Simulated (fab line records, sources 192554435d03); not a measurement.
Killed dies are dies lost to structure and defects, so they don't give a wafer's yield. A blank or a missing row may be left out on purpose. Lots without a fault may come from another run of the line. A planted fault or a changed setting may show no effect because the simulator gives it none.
fab line records | flow n5_finfet
record lots=24 wafers=72 last_day=19
route steps=1938 shown GATE_CUT@467 MOL_CONTACT_COAG@543
lots that met no fault: from a run of the same line without faults
start_h: hours from the record's first day to the start of the lot's first wafer shown | wait_h: hours since the lot's step before | " the same as in the row above | L1.1+2: a row that stands for several wafers | - no value, or no start given | * or withheld: withheld | < > ~ a bound
route shown NAME@n: a module of which the file shows steps, and the number in the route of the first | usual: mean/standard deviation of fault-free wafers | same: alike in all rows | chamber/n: place in a boat | sites: the reading at each site | _std_site: their standard deviation | _edge_site: outer sites' mean less inner sites' | radius_mm: how far each site lies from the wafer's centre | mask NAME#n: copy n | behind: the tool/chamber that last shaped the wafer | hold: why the lot was held/for how many hours/how that ended | device: the transistor (n, p or np) that didn't switch | end of line: the same wafers' tests at the end of the route | a step without rows: its recipe alone | killed: dies lost to structure and defects at the first sort, not the wafer's yield | map: a wafer's dies, x killed, . not, _ none there
set.NAME: the setting as run; set.NAME@STEP: as run at that earlier step | model.NAME: the simulator's own value behind a step, which no gauge read
steps of the route over a sample of lots; a table a step, a row a wafer
services: from which hour (start_h, from the record's first day; less than 0 if before it) a tool's chamber was out of use, for how many hours, and why
## steps
# step N5_GATE_CUT_ETCHBACK_30
# recipe chemistry=Cl2/Ar target=TiN target_depth_a=30 mode=isotropic pressure_mtorr=10 icp_w=600 bias_w=60 Cl2_flow_sccm=40 Ar_flow_sccm=60
# usual chamber_pressure_mTorr=9.999/0.0097 drypump_motor_current_A=5.99/0.25 oes_product_au=0.78/0.13 throttle_valve_pct=20.78/0.21
# columns lot.wafer tool chamber start_h wait_h chamber_pressure_mTorr drypump_motor_current_A oes_product_au rf_hours_counter_h throttle_valve_pct
L074.1 rie_metal-01 0 83.08 0.1 10.002 5.95 0.59 129 21.06
L074.2 " 1 " " 9.989 6.37 0.75 46 20.48
L074.3 " 1 " " 9.976 6.37 0.75 - 20.48
L075.1 rie_metal-01 0 88.70 0.1 10.002 5.92 0.59 129 21.06
L075.2 " 1 " " 10.005 6.36 0.75 47 20.46
L075.5 " 1 " " 10.010 6.42 0.75 - 20.47
L076.1 rie_metal-02 0 96.06 0.1 10.002 5.61 0.98 3 20.81
L076.2 " 1 " " 9.995 6.29 0.68 86 20.55
L076.5 " 1 " " 10.000 6.25 0.68 - 20.56
L077.1 rie_metal-02 0 99.67 0.1 9.988 5.57 0.96 3 20.83
L077.2 " 1 " " 9.994 6.29 0.67 86 20.55
L077.5 " 1 " " 9.990 6.27 0.68 - 20.56
L078.1 rie_metal-03 1 107.25 0.1 9.995 5.94 0.59 137 20.90
L078.3 " 0 " " 10.009 5.87 0.87 - 20.99
L078.6 " 0 " " 9.975 5.83 0.88 - 20.99
L079.2 rie_metal-03 1 109.69 0.1 10.006 5.94 0.59 137 20.89
L079.3 " 1 " " 10.004 5.96 0.58 - 20.88
L079.6 " 0 " " 10.013 5.82 0.87 - 20.99
L080.1 rie_metal-03 0 118.32 0.1 9.986 5.85 0.86 17 21.00
L080.2 " 1 " " 9.996 5.96 0.58 137 20.90
L080.6 " 0 " " 9.987 5.83 0.86 - 20.99
L081.2 rie_metal-03 1 124.46 0.1 9.996 5.96 0.59 138 20.89
L081.5 " 0 " " 10.001 5.82 0.86 - 20.99
L081.6 " 1 " " 10.001 5.95 0.59 - 20.89
L082.1 rie_metal-01 1 130.31 0.1 9.999 6.35 0.72 52 20.49
L082.2 " 0 " " 10.005 5.96 0.58 134 21.06
L082.5 " 1 " " 9.990 6.39 0.73 - 20.50
L083.1 rie_metal-01 1 134.31 0.1 10.010 6.38 0.73 53 20.48
L083.4 " 1 " " 9.981 6.41 0.73 - 20.49
L083.6 " 1 " " 9.999 6.38 0.73 - 20.49
L084.4 rie_metal-01 0 141.29 0.0 9.987 5.96 0.59 - 21.06
L084.5 " 0 " " 9.978 5.96 0.59 - 21.05
L084.6 " 1 " " 9.995 6.42 0.73 - 20.49
L085.2 rie_metal-02 1 145.87 0.1 9.990 6.24 0.67 90 20.59
L085.4 " 1 " " 10.002 6.24 0.66 - 20.57
L085.5 " 1 " " 10.006 6.26 0.67 - 20.59
L086.1 rie_metal-03 1 156.83 0.1 9.987 5.96 0.58 140 20.89
L086.2 " 0 " " 10.007 5.82 0.86 19 20.99
L086.6 " 0 " " 10.004 5.83 0.85 - 20.99
L087.4 rie_metal-02 0 162.01 0.0 10.010 5.61 0.92 - 20.82
L087.5 " 1 " " 9.985 6.30 0.67 - 20.59
L087.6 " 0 " " 9.995 5.64 0.93 - 20.80
L088.1 rie_metal-03 0 166.31 0.1 10.004 5.80 0.84 21 20.99
L088.3 " 0 " " 9.991 5.84 0.85 - 21.00
L088.5 " 0 " " 9.999 5.83 0.85 - 20.99
L089.1 rie_metal-03 0 170.95 0.1 9.996 5.85 0.85 22 20.99
L089.5 " 0 " " 10.009 5.80 0.85 - 21.01
L089.6 " 0 " " 10.019 5.83 0.85 - 20.98
L090.1 rie_metal-02 1 176.80 0.1 10.010 6.27 0.66 93 20.58
L090.2 " 0 " " 10.006 5.60 0.93 9 20.82
L090.5 " 0 " " 9.985 5.59 0.92 - 20.81
L091.2 rie_metal-01 1 182.52 0.1 9.985 6.40 0.72 57 20.50
L091.3 " 0 " " 9.996 5.96 0.98 - 20.63
L091.4 " 1 " " 9.991 6.36 0.71 - 20.50
L092.1 rie_metal-03 0 190.61 0.1 9.989 5.84 0.84 24 21.00
L092.2 " 1 " " 9.994 5.98 0.95 1 20.59
L092.6 " 0 " " 10.020 5.87 0.83 - 21.01
L093.3 rie_metal-01 0 201.32 0.0 10.005 5.94 0.96 - 20.63
L093.5 " 0 " " 10.004 5.94 0.96 - 20.63
L093.6 " 1 " " 10.006 6.36 0.72 - 20.51
L094.1 rie_metal-01 1 202.22 0.1 9.999 6.39 0.71 60 20.51
L094.4 " 0 " " 10.001 5.96 0.95 - 20.64
L094.5 " 1 " " 10.011 6.38 0.71 - 20.51
L095.2 rie_metal-03 1 213.81 0.1 9.983 5.99 0.92 3 20.60
L095.3 " 0 " " 10.010 5.84 0.83 - 21.01
L095.6 " 0 " " 10.004 5.82 0.83 - 21.03
L096.2 rie_metal-03 0 214.63 0.1 10.000 5.85 0.83 26 21.01
L096.5 " 0 " " 10.004 5.87 0.83 - 21.01
L096.6 " 1 " " 10.005 5.96 0.94 - 20.59
L097.1 rie_metal-02 0 221.42 0.1 9.995 5.65 0.90 13 20.83
L097.3 " 0 " " 9.999 5.65 0.90 - 20.82
L097.6 " 0 " " 10.008 5.63 0.90 - 20.82
# step N5_GATE_CUT_VAPOR_ETCH_49
# recipe chemistry=BCl3/Cl2 target=TiAlC mode=isotropic
# usual drypump_motor_current_A=6.03/0.29 oes_product_au=0.78/0.13
# columns lot.wafer tool chamber start_h wait_h drypump_motor_current_A oes_product_au
L074.1 rie_metal-01 0 87.50 0.0 5.95 0.61
L074.2 " 1 " " 6.43 0.74
L074.3 " 1 " " 6.46 0.74
L075.1 rie_metal-02 0 92.76 0.0 5.59 0.97
L075.2 " 1 " " 6.35 0.68
L075.5 " 1 " " 6.31 0.69
L076.1 rie_metal-02 1 100.28 0.0 6.26 0.68
L076.2 " 0 " " 5.61 0.96
L076.5 " 1 " " 6.25 0.69
L077.1 rie_metal-01 0 103.84 0.0 5.95 0.60
L077.2 " 1 " " 6.39 0.73
L077.5 " 1 " " 6.36 0.73
L078.1 rie_metal-02 0 111.34 0.0 5.63 0.95
L078.3 " 1 " " 6.33 0.69
L078.6 " 1 " " 6.30 0.68
L079.2 rie_metal-02 1 113.97 0.1 6.28 0.68
L079.3 " 1 " " 6.30 0.68
L079.6 " 1 " " 6.26 0.68
L080.1 rie_metal-02 1 122.67 0.0 6.29 0.68
L080.2 " 0 " " 5.64 0.95
L080.6 " 1 " " 6.30 0.68
L081.2 rie_metal-01 1 128.67 0.0 6.42 0.72
L081.5 " 0 " " 5.93 0.60
L081.6 " 1 " " 6.42 0.73
L082.1 rie_metal-03 1 134.85 0.0 5.98 0.58
L082.2 " 0 " " 5.83 0.86
L082.5 " 0 " " 5.81 0.86
L083.1 rie_metal-02 0 138.61 0.0 5.63 0.93
L083.4 " 1 " " 6.28 0.67
L083.6 " 1 " " 6.27 0.67
L084.4 rie_metal-03 0 145.47 0.0 5.84 0.85
L084.5 " 1 " " 5.97 0.58
L084.6 " 0 " " 5.83 0.85
L085.2 rie_metal-02 1 150.41 0.0 6.33 0.67
L085.4 " 1 " " 6.30 0.67
L085.5 " 1 " " 6.33 0.67
L086.1 rie_metal-03 1 160.99 0.0 5.94 0.58
L086.2 " 0 " " 5.86 0.85
L086.6 " 0 " " 5.86 0.84
L087.4 rie_metal-01 1 166.61 0.1 6.39 0.72
L087.5 " 1 " " 6.41 0.72
L087.6 " 1 " " 6.42 0.72
L088.1 rie_metal-02 0 170.53 0.0 5.65 0.93
L088.3 " 0 " " 5.62 0.93
L088.5 " 0 " " 5.63 0.92
L089.1 rie_metal-02 0 175.29 0.0 5.61 0.92
L089.5 " 1 " " 6.27 0.66
L089.6 " 0 " " 5.63 0.92
L090.1 rie_metal-02 1 181.03 0.0 6.25 0.67
L090.2 " 0 " " 5.65 0.93
L090.5 " 1 " " 6.26 0.67
L091.2 rie_metal-01 0 186.58 0.0 5.93 1.00
L091.3 " 1 " " 6.41 0.72
L091.4 " 0 " " 5.94 1.00
L092.1 rie_metal-03 1 194.82 0.0 5.96 0.95
L092.2 " 0 " " 5.85 0.84
L092.6 " 1 " " 5.94 0.95
L093.3 rie_metal-01 0 205.50 0.0 5.92 0.99
L093.5 " 0 " " 5.94 0.99
L093.6 " 1 " " 6.38 0.71
L094.1 rie_metal-01 1 207.00 0.0 6.42 0.72
L094.4 " 1 " " 6.38 0.72
L094.5 " 1 " " 6.40 0.71
L095.2 rie_metal-02 1 218.03 0.0 6.28 0.67
L095.3 " 0 " " 5.60 0.91
L095.6 " 1 " " 6.30 0.66
L096.2 rie_metal-03 1 218.91 0.0 5.95 0.93
L096.5 " 1 " " 5.94 0.93
L096.6 " 0 " " 5.81 0.82
L097.1 rie_metal-03 1 225.49 0.0 5.94 0.92
L097.3 " 1 " " 5.94 0.92
L097.6 " 0 " " 5.83 0.82
# step N5_GATE_CUT_CMP_61
# recipe stop_on=SiNx t_overpolish_s=3 post_cmp_clean=alkaline_brush down_force_psi=4 platen_rpm=27.09 pad_velocity_m_s=0.539
# usual motor_current_A=11.9/1.5
# same t_overpolish_s=3
# columns lot.wafer tool chamber start_h wait_h motor_current_A
L074.3 cmp-04 1 90.03 0.4 11.9
L074.1 " 2 " " 12.6
L074.2 " 3 " " 9.2
L075.1 cmp-04 1 95.32 0.3 12.2
L075.2 " 3 " " 9.5
L075.5 " 1 " " 12.2
L076.2 cmp-01 2 102.89 0.4 13.1
L076.1 " 1 " " 11.7
L076.5 " 3 " " 13.0
L077.1 cmp-02 3 106.44 0.4 14.2
L077.2 " 0 " " 13.7
L077.5 " 0 " " 13.8
L078.1 cmp-02 2 114.05 0.3 11.8
L078.3 " 3 " " 13.5
L078.6 " 2 " " 11.9
L079.3 cmp-04 0 116.84 0.3 9.5
L079.2 " 1 " " 12.5
L079.6 " 3 " " 9.4
L080.1 cmp-04 2 125.32 0.4 13.1
L080.2 " 0 " " 9.4
L080.6 " 3 " " 9.6
L081.2 cmp-04 0 131.30 0.2 9.6
L081.5 " 1 " " 11.9
L081.6 " 2 " " 11.7
L082.1 cmp-02 0 137.41 0.3 13.8
L082.2 " 1 " " 11.6
L082.5 " 0 " " 12.8
L083.1 cmp-02 2 141.20 0.3 11.9
L083.4 " 3 " " 13.9
L083.6 " 0 " " 13.0
L084.4 cmp-01 2 148.12 0.3 13.7
L084.6 " 3 " " 12.6
L084.5 " 0 " " 12.6
L085.4 cmp-02 2 153.01 0.3 12.5
L085.2 " 3 " " 12.9
L085.5 " 1 " " 11.9
L086.2 cmp-04 3 163.52 0.4 9.2
L086.1 " 1 " " 12.9
L086.6 " 3 " " 9.4
L087.4 cmp-04 2 169.20 0.3 12.0
L087.6 " 1 " " 13.0
L087.5 " 2 " " 12.6
L088.1 cmp-02 1 173.06 0.4 12.0
L088.3 " 0 " " 13.4
L088.5 " 1 " " 11.7
L089.1 cmp-04 1 177.90 0.3 11.8
L089.5 " 3 " " 9.9
L089.6 " 0 " " 9.8
L090.1 cmp-01 0 183.59 0.3 12.9
L090.2 " 2 " " 13.5
L090.5 " 0 " " 13.2
L091.2 cmp-02 3 189.55 0.4 12.8
L091.3 " 0 " " 12.8
L091.4 " 1 " " 11.5
L092.1 cmp-04 0 197.37 0.4 9.3
L092.2 " 3 " " 9.3
L092.6 " 0 " " 9.0
L093.3 cmp-01 0 208.08 0.3 13.1
L093.5 " 2 " " 13.2
L093.6 " 3 " " 13.5
L094.1 cmp-01 2 209.53 0.4 13.2
L094.4 " 0 " " 12.8
L094.5 " 2 " " 13.1
L095.2 cmp-02 3 220.70 0.4 13.9
L095.3 " 2 " " 12.4
L095.6 " 0 " " 13.6
L096.2 cmp-02 0 221.64 0.2 13.3
L096.5 " 1 " " 11.6
L096.6 " 2 " " 12.4
L097.1 cmp-04 3 228.75 0.4 9.2
L097.3 " 0 " " 9.5
L097.6 " 3 " " 9.7
# step N5_MOL_CONTACT_COAG_TI_SIL_19
# recipe material=Ti target_thk_a=42 temp_c=200 chamber_pressure_pa=5 power_w=5000 time_s=15
# usual throttle_valve_pct=30.4/1.3
# columns lot.wafer tool chamber start_h wait_h throttle_valve_pct
L074.1 pvd_sputter-03 - 91.79 0.3 27.6
L074.2 " - " " 29.4
L074.3 " - " " 30.4
L075.1 pvd_sputter-02 - 97.50 0.2 30.1
L075.2 " - " " 30.3
L075.5 " - " " 30.1
L076.1 pvd_sputter-02 - 105.44 0.5 30.1
L076.2 " - " " 31.7
L076.5 " - " " 30.4
L077.1 pvd_sputter-01 - 108.70 0.3 31.1
L077.2 " - " " 31.3
L077.5 " - " " 31.2
L078.1 pvd_sputter-03 - 116.76 0.4 27.2
L078.3 " - " " 29.3
L078.6 " - " " 30.1
L079.2 pvd_sputter-02 - 118.62 0.2 31.8
L079.3 " - " " 30.1
L079.6 " - " " 29.8
L080.1 pvd_sputter-02 - 128.65 0.3 30.0
L080.2 " - " " 31.6
L080.6 " - " " 29.8
L081.2 pvd_sputter-03 - 136.80 1.4 30.1
L081.5 " - " " 27.6
L081.6 " - " " 30.3
L082.1 pvd_sputter-01 - 139.05 0.3 30.8
L082.2 " - " " 30.9
L082.5 " - " " 32.6
L083.1 pvd_sputter-01 - 142.86 0.3 31.5
L083.4 " - " " 31.4
L083.6 " - " " 31.0
L084.4 pvd_sputter-02 - 150.34 0.1 29.8
L084.5 " - " " 30.1
L084.6 " - " " 30.0
L085.2 pvd_sputter-02 - 155.80 0.2 32.0
L085.4 " - " " 30.0
L085.5 " - " " 30.4
L086.1 pvd_sputter-03 - 172.87 0.2 30.1
L086.2 " - " " 28.6
L086.6 " - " " 29.3
L087.4 pvd_sputter-03 - 173.21 0.2 30.1
L087.5 " - " " 29.2
L087.6 " - " " 28.7
L089.1 pvd_sputter-01 - 182.34 0.6 31.2
L089.5 " - " " 30.9
L089.6 " - " " 31.3
L088.1 pvd_sputter-01 - 182.44 0.5 32.6
L088.3 " - " " 30.9
L088.5 " - " " 30.9
L090.1 pvd_sputter-02 - 185.35 0.2 30.1
L090.2 " - " " 30.4
L090.5 " - " " 30.1
L091.2 pvd_sputter-01 - 191.41 0.2 30.8
L091.3 " - " " 30.9
L091.4 " - " " 31.3
L092.1 pvd_sputter-03 - 200.37 0.2 30.0
L092.2 " - " " 27.4
L092.6 " - " " 29.0
L093.3 pvd_sputter-01 - 209.55 0.1 31.3
L093.5 " - " " 30.9
L093.6 " - " " 32.5
L094.1 pvd_sputter-03 - 212.37 0.2 29.4
L094.4 " - " " 28.3
L094.5 " - " " 29.2
L095.2 pvd_sputter-02 - 222.77 0.3 30.6
L095.3 " - " " 30.0
L095.6 " - " " 30.0
L096.2 pvd_sputter-01 - 224.31 0.2 31.1
L096.5 " - " " 30.8
L096.6 " - " " 31.4
L097.1 pvd_sputter-01 - 230.81 0.3 31.2
L097.3 " - " " 31.1
L097.6 " - " " 32.5
# step N5_MOL_CONTACT_COAG_ANNEAL_113
# recipe temp_c=400 time_s=300 ambient=H2/N2
# usual lamp_power_pct=2.89/0.23 lamp_zone_4_pct=2.89/0.23 lamp_zone_7_pct=3.03/0.24 wafer_temp_C_max=401.4/0.32
# columns lot.wafer tool chamber start_h wait_h lamp_power_pct lamp_zone_4_pct lamp_zone_7_pct wafer_temp_C_max
L074.1 rtp_anneal-01 0 93.47 0.4 2.77 2.78 2.91 401.3
L074.2 " 0 " " 2.77 2.77 2.91 401.2
L074.3 " 0 " " 2.77 2.77 2.91 401.5
L075.1 rtp_anneal-01 0 99.58 0.3 2.77 2.76 2.91 401.9
L075.2 " 0 " " 2.77 2.76 2.91 400.9
L075.5 " 0 " " 2.76 2.77 2.91 401.5
L076.1 rtp_anneal-02 0 107.12 0.3 3.33 3.33 3.50 401.2
L076.2 " 0 " " 3.33 3.33 3.50 401.5
L076.5 " 0 " " 3.34 3.33 3.50 400.8
L077.1 rtp_anneal-02 0 110.76 0.3 3.33 3.33 3.49 401.6
L077.2 " 0 " " 3.34 3.33 3.50 401.9
L077.5 " 0 " " 3.34 3.34 3.50 401.4
L078.1 rtp_anneal-01 0 118.79 0.4 2.77 2.77 2.91 401.3
L078.3 " 0 " " 2.77 2.77 2.91 401.3
L078.6 " 0 " " 2.77 2.78 2.91 401.4
L079.2 rtp_anneal-01 0 121.82 1.0 2.77 2.77 2.91 401.4
L079.3 " 0 " " 2.77 2.77 2.91 402.0
L079.6 " 0 " " 2.77 2.77 2.91 401.3
L080.1 rtp_anneal-01 0 130.57 0.5 2.77 2.77 2.91 401.3
L080.2 " 0 " " 2.77 2.77 2.91 401.5
L080.6 " 0 " " 2.77 2.77 2.91 401.3
L081.2 rtp_anneal-01 0 138.91 0.6 2.77 2.77 2.91 401.2
L081.5 " 0 " " 2.77 2.77 2.91 401.5
L081.6 " 0 " " 2.77 2.77 2.91 401.2
L082.1 rtp_anneal-01 0 140.95 0.3 2.77 2.77 2.91 401.4
L082.2 " 0 " " 2.77 2.77 2.91 401.2
L082.5 " 0 " " 2.77 2.76 2.91 401.5
L083.1 rtp_anneal-01 0 145.54 0.5 2.77 2.77 2.91 401.4
L083.4 " 0 " " 2.77 2.77 2.91 401.4
L083.6 " 0 " " 2.77 2.77 2.92 401.5
L084.4 rtp_anneal-01 0 152.56 0.7 2.77 2.77 2.91 401.2
L084.5 " 0 " " 2.77 2.77 2.91 401.7
L084.6 " 0 " " 2.77 2.77 2.91 401.3
L085.2 rtp_anneal-01 0 157.72 0.6 2.77 2.77 2.91 401.6
L085.4 " 0 " " 2.77 2.77 2.91 401.4
L085.5 " 0 " " 2.77 2.77 2.91 402.0
L086.1 rtp_anneal-01 0 175.39 0.5 2.77 2.77 2.92 401.3
L086.2 " 0 " " 2.77 2.77 2.91 401.4
L086.6 " 0 " " 2.77 2.77 2.91 401.3
L087.4 rtp_anneal-01 0 177.31 0.5 2.77 2.77 2.91 402.2
L087.5 " 0 " " 2.77 2.77 2.91 401.8
L087.6 " 0 " " 2.77 2.77 2.91 401.3
L089.1 rtp_anneal-02 0 184.40 0.5 3.33 3.33 3.50 401.7
L089.5 " 0 " " 3.33 3.34 3.50 401.5
L089.6 " 0 " " 3.33 3.34 3.50 401.6
L088.1 rtp_anneal-01 0 184.40 0.4 2.77 2.77 2.91 401.4
L088.3 " 0 " " 2.77 2.77 2.92 401.8
L088.5 " 0 " " 2.77 2.77 2.91 401.1
L090.1 rtp_anneal-01 0 187.05 0.3 2.77 2.77 2.91 401.4
L090.2 " 0 " " 2.77 2.76 2.91 401.2
L090.5 " 0 " " 2.77 2.77 2.91 401.7
L091.2 rtp_anneal-02 0 195.04 0.5 3.33 3.33 3.51 401.7
L091.3 " 0 " " 3.33 3.33 3.50 401.0
L091.4 " 0 " " 3.33 3.33 3.51 401.7
L092.1 rtp_anneal-01 0 202.20 0.3 2.77 2.77 2.91 401.3
L092.2 " 0 " " 2.77 2.77 2.91 401.4
L092.6 " 0 " " 2.77 2.77 2.92 401.5
L093.3 rtp_anneal-01 0 213.65 0.6 2.77 2.77 2.91 401.3
L093.5 " 0 " " 2.77 2.77 2.91 401.5
L093.6 " 0 " " 2.77 2.77 2.91 401.1
L094.1 rtp_anneal-01 0 214.25 0.4 2.77 2.77 2.91 401.4
L094.4 " 0 " " 2.77 2.77 2.91 402.1
L094.5 " 0 " " 2.77 2.77 2.91 401.1
L095.2 rtp_anneal-01 0 225.66 0.5 2.77 2.77 2.91 401.8
L095.3 " 0 " " 2.77 2.77 2.91 401.3
L095.6 " 0 " " 2.77 2.77 2.91 401.7
L096.2 rtp_anneal-01 0 226.86 0.5 2.77 2.77 2.91 400.9
L096.5 " 0 " " 2.77 2.77 2.91 401.1
L096.6 " 0 " " 2.77 2.77 2.91 401.0
L097.1 rtp_anneal-02 0 232.80 0.3 3.33 3.33 3.50 401.3
L097.3 " 0 " " 3.33 3.33 3.50 401.3
L097.6 " 0 " " 3.32 3.33 3.50 401.6
# step N5_MOL_CONTACT_COAG_ETCH_89
# recipe chemistry=N2/H2 target=underlayer target_depth_a=130 mask_material=CAR-EUV time_s=10.4 ion_energy_ev=200 pressure_mtorr=30 source_w=840 bias_w=150 n2_flow_sccm=200 h2_flow_sccm=200 ends=cleared
# usual chamber_pressure_mTorr=30.00/0.032 drypump_motor_current_A=5.7/0.42 etch_rf_on_time_s=10.49/0.25 n2_flow_sccm=200.0/0.59 oes_product_au=0.66/0.087 rf_vpp_V=524.4/2.8 showerhead_plenum_p_Torr=2.56/0.095 throttle_valve_pct=17.88/0.24
# columns lot.wafer tool chamber start_h wait_h chamber_pressure_mTorr drypump_motor_current_A etch_rf_on_time_s n2_flow_sccm oes_product_au rf_hours_counter_h rf_vpp_V showerhead_plenum_p_Torr throttle_valve_pct
L074.1 rie_diel-01 1 99.93 0.0 30.06 6.1 9.95 199.9 0.83 8 523.7 2.61 17.56
L074.2 " 3 " " 29.96 5.7 10.61 200.3 0.59 237 520.2 2.41 18.50
L074.3 " 0 " " 30.04 5.2 10.52 200.1 0.70 69 526.7 2.68 17.71
L075.1 rie_diel-01 1 106.02 0.0 29.98 6.1 10.05 198.6 0.81 11 525.9 2.60 17.59
L075.2 " 3 " " 30.05 5.7 10.71 200.7 0.59 240 520.4 2.41 18.49
L075.5 " 3 " " 30.00 5.7 10.80 200.1 0.59 - 519.1 2.41 18.51
L076.1 rie_diel-01 2 113.50 0.0 30.02 5.6 10.41 200.5 0.80 17 525.5 2.60 17.63
L076.2 " 3 " " 30.05 5.7 10.70 199.6 0.59 242 520.0 2.41 18.49
L076.5 " 1 " " 30.03 6.1 10.07 199.2 0.82 - 526.5 2.60 17.57
L077.1 rie_diel-01 1 117.19 0.0 30.02 6.1 9.99 200.2 0.80 14 524.7 2.60 17.57
L077.2 " 2 " " 29.95 5.5 10.42 200.1 0.79 18 524.8 2.60 17.62
L077.5 " 0 " " 29.99 5.2 10.69 199.9 0.69 - 526.9 2.68 17.71
L078.1 rie_diel-05 2 124.31 0.0 30.02 6.1 10.46 200.1 0.64 160 526.4 2.64 18.00
L078.3 " 3 " " 30.00 6.1 10.39 200.0 0.62 191 520.7 2.41 17.77
L078.6 " 2 " " 29.95 6.1 10.53 200.4 0.63 - 526.1 2.64 17.99
L079.2 rie_diel-03 1 127.94 0.0 30.01 6.1 10.66 199.3 0.58 258 522.0 2.52 17.79
L079.3 " 0 " " 30.01 6.2 10.75 200.0 0.60 179 526.6 2.64 18.03
L079.6 " 0 " " 30.02 6.3 10.71 200.6 0.60 - 527.1 2.64 18.01
L080.1 rie_diel-01 0 135.78 0.0 30.01 5.2 10.67 198.8 0.68 82 527.2 2.67 17.73
L080.2 " 1 " " 29.99 6.1 9.98 201.4 0.80 20 526.1 2.60 17.59
L080.6 " 0 " " 29.93 5.2 10.67 199.7 0.68 - 526.8 2.67 17.73
L081.2 rie_diel-03 0 144.47 0.0 30.02 6.2 10.51 199.6 0.60 186 526.3 2.63 18.03
L081.5 " 0 " " 30.01 6.2 10.46 199.4 0.60 - 525.3 2.63 18.03
L081.6 " 1 " " 30.01 6.1 10.61 199.5 0.58 - 521.2 2.51 17.81
L082.1 rie_diel-03 0 146.98 0.0 29.99 6.2 10.50 199.6 0.61 188 527.7 2.63 18.02
L082.2 " 1 " " 30.02 6.1 10.48 199.5 0.58 266 522.5 2.51 17.81
L082.5 " 1 " " 30.02 6.1 10.51 199.5 0.58 - 522.2 2.51 17.82
L083.1 rie_diel-01 1 152.02 0.0 29.96 6.1 10.00 200.8 0.78 27 526.3 2.60 17.61
L083.4 " 0 " " 30.00 5.2 10.51 199.5 0.68 - 525.3 2.67 17.75
L083.6 " 2 " " 30.01 5.5 10.33 199.9 0.78 - 524.7 2.60 17.66
L084.4 rie_diel-03 2 158.32 0.0 30.02 5.2 10.23 200.8 0.59 - 522.9 2.49 18.05
L084.5 " 1 " " 29.98 6.1 10.45 199.9 0.58 - 521.2 2.51 17.84
L084.6 " 0 " " 30.01 6.2 10.57 199.6 0.60 - 526.7 2.63 18.02
L085.2 rie_diel-03 0 162.72 0.0 29.98 6.2 10.52 200.0 0.59 198 524.7 2.63 18.04
L085.4 " 1 " " 30.01 6.1 10.51 199.2 0.58 - 523.8 2.51 17.83
L085.5 " 0 " " 29.92 6.2 10.62 198.8 0.60 - 526.0 2.63 18.02
L086.1 rie_diel-01 2 181.41 0.0 30.05 5.5 10.33 200.3 0.75 43 524.9 2.59 17.68
L086.2 " 0 " " 30.06 5.1 10.61 200.0 0.68 102 527.4 2.67 17.76
L086.6 " 1 " " 29.93 6.1 10.00 199.4 0.77 - 525.4 2.59 17.63
L087.4 rie_diel-01 2 183.76 0.0 30.02 5.6 10.42 200.0 0.75 44 525.4 2.59 17.68
L087.5 " 2 " " 29.95 5.5 10.25 199.4 0.76 - 526.1 2.59 17.69
L087.6 " 3 " " 29.98 5.7 10.53 200.4 0.78 - 529.3 2.72 18.09
L089.1 rie_diel-05 3 189.70 0.0 29.96 6.1 10.34 201.4 0.61 205 520.3 2.41 17.79
L089.5 " 1 " " 29.98 5.5 10.97 200.8 0.57 - 522.2 2.49 17.92
L089.6 " 2 " " 30.03 6.1 10.52 200.3 0.63 - 527.3 2.64 18.05
L088.1 rie_diel-03 1 190.33 0.0 30.04 6.1 10.45 200.2 0.57 287 523.2 2.50 17.85
L088.3 " 2 " " 30.01 5.2 10.31 199.5 0.57 257 522.3 2.49 18.05
L088.5 " 2 " " 30.04 5.2 10.32 199.3 0.58 - 522.2 2.49 18.08
L090.1 rie_diel-03 3 194.78 0.0 29.99 5.2 10.62 199.7 0.60 189 520.1 2.41 18.01
L090.2 " 2 " " 29.92 5.2 10.19 199.6 0.59 259 522.1 2.49 18.05
L090.5 " 2 " " 29.97 5.2 10.24 199.7 0.58 - 522.7 2.49 18.07
L091.2 rie_diel-01 2 200.99 0.0 29.97 5.6 10.43 200.1 0.74 51 526.6 2.59 17.69
L091.3 " 0 " " 29.99 5.2 10.66 199.6 0.65 108 528.2 2.66 17.74
L091.4 " 1 " " 29.99 6.1 9.98 200.3 0.76 46 525.4 2.59 17.65
L092.1 rie_diel-01 1 208.81 0.0 30.00 6.1 10.04 199.6 0.75 48 525.8 2.59 17.65
L092.2 " 3 " " 30.05 5.7 10.58 199.9 0.77 21 528.0 2.71 18.11
L092.6 " 0 " " 29.98 5.1 10.51 199.4 0.66 - 526.5 2.66 17.80
L093.3 rie_diel-05 3 219.77 0.0 30.02 6.1 10.45 199.4 0.61 216 520.0 2.40 17.80
L093.5 " 1 " " 29.97 5.5 10.88 200.7 0.57 - 522.9 2.48 17.95
L093.6 " 3 " " 30.02 6.2 10.37 200.4 0.62 - 521.6 2.40 17.81
L094.1 rie_diel-03 3 220.37 0.0 30.01 5.1 10.82 200.2 0.59 204 520.9 2.41 18.03
L094.4 " 1 " " 29.96 6.1 10.63 201.4 0.82 - 521.1 2.50 17.32
L094.5 " 0 " " 30.04 6.2 10.68 200.2 0.58 - 526.8 2.62 18.07
L095.2 rie_diel-05 2 232.30 0.0 30.04 6.1 10.58 200.3 0.61 193 525.6 2.63 18.04
L095.3 " 3 " " 30.00 6.1 10.37 199.5 0.61 222 520.3 2.40 17.84
L095.6 " 3 " " 30.06 6.1 10.41 199.6 0.60 - 520.5 2.40 17.82
L096.2 rie_diel-01 2 232.93 0.0 30.03 5.5 10.50 199.6 0.73 62 523.7 2.58 17.72
L096.5 " 1 " " 30.02 6.1 10.12 199.8 0.74 - 524.8 2.58 17.68
L096.6 " 0 " " 29.97 5.2 10.77 200.7 0.65 - 527.9 2.66 17.80
L097.1 rie_diel-03 3 238.91 0.0 30.01 5.2 10.80 200.7 0.59 211 519.8 2.40 18.05
L097.3 " 1 " " 29.97 6.1 10.49 199.6 0.81 14 522.1 2.50 17.30
L097.6 " 2 " " 30.04 5.2 10.25 200.5 0.82 - 521.0 2.48 17.59
## services
# columns tool chamber start_h hours kind
rie_diel-03 3 60.64 132.0 repair
cmp-01 - 62.56 5.0 pm
cmp-02 - 73.72 6.8 pm
rie_diel-01 2 79.65 27.8 repair
cmp-04 - 79.88 2.4 repair
rie_metal-01 - 96.00 1.4 pm
rie_metal-03 - 112.60 2.8 pm
rie_metal-02 0 113.13 4.5 repair
rtp_anneal-02 - 118.69 61.9 pm
rie_metal-03 - 129.22 1.4 pm
pvd_sputter-03 - 133.80 2.7 repair
cmp-02 - 154.34 1.1 repair
rie_metal-03 1 162.41 - clean
cmp-02 - 163.53 4.0 pm
rie_diel-05 0 175.21 1.2 repair
cmp-01 - 176.83 2.5 repair
cmp-04 - 178.02 4.0 pm
rie_metal-01 - 179.36 0.6 repair
rtp_anneal-01 - 180.85 2.4 pm
cmp-01 - 191.02 2.7 repair
rie_diel-01 - 216.73 1.2 repair
rie_metal-02 - 221.84 2.8 pm
rie_metal-03 - 230.33 0.4 repair
rie_diel-05 1 237.91 6.5 repair
## key
fault none
